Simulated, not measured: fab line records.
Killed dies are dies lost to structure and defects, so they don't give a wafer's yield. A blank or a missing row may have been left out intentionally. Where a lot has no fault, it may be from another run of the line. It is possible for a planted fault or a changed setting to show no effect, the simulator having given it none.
Matching of chambers ; flow n5_finfet ; rie_diel-04 running N5_MOL_CONTACT_COAG_ETCH_59: 4 sister chambers
The step etches underlayer in N2/H2, target depth 13 nm, time 10.4 s. 7 wafers are shown with their chamber, then 8 later ones without.

EACH WAFER AND ITS CHAMBER
wafer;chamber;drypump_motor_current_A (A);showerhead_plenum_p_Torr (Torr)
L077.3;0;5.39;2.52
L077.6;2;5.46;2.43
L081.3;3;6.05;2.72
L086.2;3;6.06;2.71
L086.3;2;5.48;2.42
L086.4;1;6.05;2.60
L088.2;1;6.03;2.60

WAFERS WITHOUT THEIR CHAMBER
wafer;drypump_motor_current_A (A);showerhead_plenum_p_Torr (Torr)
L088.5;6.02;2.71
L088.6;5.46;2.42
L096.3;6.04;2.70
L096.5;6.03;2.70
L096.6;5.47;2.41
L097.1;6.01;2.59
L097.5;6.04;2.70
L097.6;5.45;2.41

WHICH CHAMBER EACH WENT THROUGH
wafer;from the rows above;in truth
L088.5;3;3
L088.6;2;2
L096.3;3;3
L096.5;3;3
L096.6;2;2
L097.1;1;1
L097.5;3;3
L097.6;2;2
Correctly placed: 8 of 8. Not placeable from these rows: 0. Placed wrongly: 0.
How it was worked out, from the rows above alone: a wafer's distance from a chamber is the root of the sum, over the readings, of the square of ((its reading less the chamber's mean) divided by the reading's scatter). The wafer belongs to the nearest chamber; if the next one is less than 2 further off, it can't be placed. Each chamber's mean is taken over the wafers shown for it. The scatter is the square root of a quotient: the sum, over the shown wafers, of each reading's squared deviation from its chamber's mean, divided by wafers minus chambers.
